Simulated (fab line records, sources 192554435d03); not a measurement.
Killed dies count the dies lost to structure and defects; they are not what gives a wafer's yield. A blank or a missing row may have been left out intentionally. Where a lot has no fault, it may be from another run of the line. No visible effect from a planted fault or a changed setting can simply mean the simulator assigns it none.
Matching of chambers / flow n5Finfet / 4 sister chambers for N5_BEOL_M8_ETCH_61 on rieDiel-01
The step etches SiARC in CF4, target depth 45.5 nm, time 75.8 s. 4 wafers are shown with their chamber, then 8 later ones without.

== WAFERS WITH THEIR CHAMBER ==
wafer=L081.2; chamber=0; showerheadPlenumPTorr (Torr)=2.17
wafer=L082.3; chamber=2; showerheadPlenumPTorr (Torr)=2.29
wafer=L085.4; chamber=3; showerheadPlenumPTorr (Torr)=2.14
wafer=L088.2; chamber=1; showerheadPlenumPTorr (Torr)=2.19

== WAFERS WITHOUT THEIR CHAMBER ==
wafer=L088.4; showerheadPlenumPTorr (Torr)=2.14
wafer=L088.6; showerheadPlenumPTorr (Torr)=2.14
wafer=L090.3; showerheadPlenumPTorr (Torr)=2.28
wafer=L090.5; showerheadPlenumPTorr (Torr)=2.29
wafer=L090.6; showerheadPlenumPTorr (Torr)=2.14
wafer=L092.3; showerheadPlenumPTorr (Torr)=2.14
wafer=L092.4; showerheadPlenumPTorr (Torr)=2.19
wafer=L092.5; showerheadPlenumPTorr (Torr)=2.29

== WHICH CHAMBER EACH WENT THROUGH ==
wafer=L088.4; from the rows above=3; in truth=3
wafer=L088.6; from the rows above=3; in truth=3
wafer=L090.3; from the rows above=2; in truth=2
wafer=L090.5; from the rows above=2; in truth=2
wafer=L090.6; from the rows above=3; in truth=3
wafer=L092.3; from the rows above=3; in truth=3
wafer=L092.4; from the rows above=1; in truth=1
wafer=L092.5; from the rows above=2; in truth=2
Placed correctly: 8 of 8. Left unplaced by these rows: 0. 0 placed wrongly.
How it was worked out, from the rows above alone: a wafer's distance from a chamber is the root of the sum, over the readings, of the square of ((its reading less the chamber's mean) divided by the reading's scatter). The wafer belongs to the nearest chamber; if the next one is less than 2 further off, it can't be placed. A chamber's mean is the mean of its shown wafers. The scatter: root of mean squared gap, hidden wafer to nearest shown wafer, with one shown wafer a chamber.
